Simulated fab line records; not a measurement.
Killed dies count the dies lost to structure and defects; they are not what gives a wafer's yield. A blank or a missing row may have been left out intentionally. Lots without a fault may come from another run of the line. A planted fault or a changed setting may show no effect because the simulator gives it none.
Which tool did it? || flow n5-finfet || 10 lots with 30 wafers sampled at 3 steps, on a route of 1938 steps

## WHAT THE GAUGES SHOWED, per wafer
N5_BEOL_M6_INSPECT_13: inspects for defects (brightfield).
{"lot": "L465", "measured": "day 8 09:54", "on": "defect-inspect-02", "raw-defect-count": "488 258 434"}
{"lot": "L471", "measured": "day 10 04:47", "on": "defect-inspect-01", "raw-defect-count": "339 414 356"}
{"lot": "L468", "measured": "day 10 06:06", "on": "defect-inspect-01", "raw-defect-count": "406 360 375"}
{"lot": "L470", "measured": "day 10 10:04", "on": "defect-inspect-01", "raw-defect-count": "280 326 351"}
{"lot": "L473", "measured": "day 10 11:26", "on": "defect-inspect-02", "raw-defect-count": "378 343 387"}
{"lot": "L479", "measured": "day 12 09:55", "on": "defect-inspect-02", "raw-defect-count": "377 454 1173"}
{"lot": "L483", "measured": "day 13 11:05", "on": "defect-inspect-01", "raw-defect-count": "389 325 461"}
{"lot": "L484", "measured": "day 13 15:31", "on": "defect-inspect-02", "raw-defect-count": "326 240 319"}
{"lot": "L485", "measured": "day 14 02:07", "on": "defect-inspect-02", "raw-defect-count": "491 460 333"}
{"lot": "L486", "measured": "day 14 10:37", "on": "defect-inspect-02", "raw-defect-count": "270 394 327"}

## EACH LOT AND THE TOOL THAT RAN IT (in order: tool; ch and the chambers of the sampled wafers; start)
{"lot": "L465", "N5_BEOL_M5_PRE_CLEAN_77": "cvd-co-02 ch 0,1,2, day 8 06:34", "N5_BEOL_M6_HM_DEP_02": "pvd-sputter-03, day 8 09:21"}
{"lot": "L471", "N5_BEOL_M5_PRE_CLEAN_77": "cvd-co-02 ch 0,1,2, day 10 00:17", "N5_BEOL_M6_HM_DEP_02": "pvd-sputter-01, day 10 04:14"}
{"lot": "L468", "N5_BEOL_M5_PRE_CLEAN_77": "cvd-co-02 ch 1,2, day 10 01:35", "N5_BEOL_M6_HM_DEP_02": "pvd-sputter-03, day 10 05:33"}
{"lot": "L470", "N5_BEOL_M5_PRE_CLEAN_77": "cvd-co-02 ch 0,1,2, day 10 06:08", "N5_BEOL_M6_HM_DEP_02": "pvd-sputter-01, day 10 09:38"}
{"lot": "L473", "N5_BEOL_M5_PRE_CLEAN_77": "cvd-co-01 ch 0,1, day 10 09:37", "N5_BEOL_M6_HM_DEP_02": "pvd-sputter-02, day 10 10:53"}
{"lot": "L479", "N5_BEOL_M5_PRE_CLEAN_77": "cvd-co-02 ch 1,2, day 12 07:52", "N5_BEOL_M6_HM_DEP_02": "pvd-sputter-01, day 12 09:22"}
{"lot": "L483", "N5_BEOL_M5_PRE_CLEAN_77": "cvd-co-02 ch 0,1,2, day 13 07:20", "N5_BEOL_M6_HM_DEP_02": "pvd-sputter-03, day 13 10:32"}
{"lot": "L484", "N5_BEOL_M5_PRE_CLEAN_77": "cvd-co-02 ch 0,1,2, day 13 13:24", "N5_BEOL_M6_HM_DEP_02": "pvd-sputter-03, day 13 14:58"}
{"lot": "L485", "N5_BEOL_M5_PRE_CLEAN_77": "cvd-co-02 ch 1,2, day 13 23:14", "N5_BEOL_M6_HM_DEP_02": "pvd-sputter-03, day 14 01:42"}
{"lot": "L486", "N5_BEOL_M5_PRE_CLEAN_77": "cvd-co-01 ch 0,1,2, day 14 07:49", "N5_BEOL_M6_HM_DEP_02": "pvd-sputter-03, day 14 10:11"}
- N5_BEOL_M5_PRE_CLEAN_77: time 15 s.
- N5_BEOL_M6_HM_DEP_02: deposits TiN, target thk 20 nm.

## THE ANSWER, worked out from the rows above alone
Rule: what is usual is taken from the lots themselves. The widest of any qualifying gaps counts: lots, ordered by their means at a reading, are off when they make up no more than a third of the lots, leave a main group of 4 or more, and stand apart from it by 3 or more times the standard deviation of that group's means. The tables above print the reading to a certain number of digits; a main group whose means all agree to those digits is not used. Also off: a lot with no number at a reading for which 4 or more lots have one. Any other lot the step has rows for is counted as sound.
Off: L479 (N5_BEOL_M6_INSPECT_13, raw-defect-count). Main group: mean 364, sd 39.
A tool fits if, at a process step before that reading, it ran every lot that is off, and no sound lot after the first of them. The gauges at N5_BEOL_M6_INSPECT_13 are tried like those tools. One candidate fits, namely pvd-sputter-01 at N5_BEOL_M6_HM_DEP_02. A fault onset in the window from L470 (day 10 09:38, its last sound lot) to L479 (day 12 09:22, its first lot off) fits.

## WHAT THE SIMULATOR PUT IN
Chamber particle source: pvd-sputter-01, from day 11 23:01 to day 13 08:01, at N5_BEOL_M6_HM_DEP_02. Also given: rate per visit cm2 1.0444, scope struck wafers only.
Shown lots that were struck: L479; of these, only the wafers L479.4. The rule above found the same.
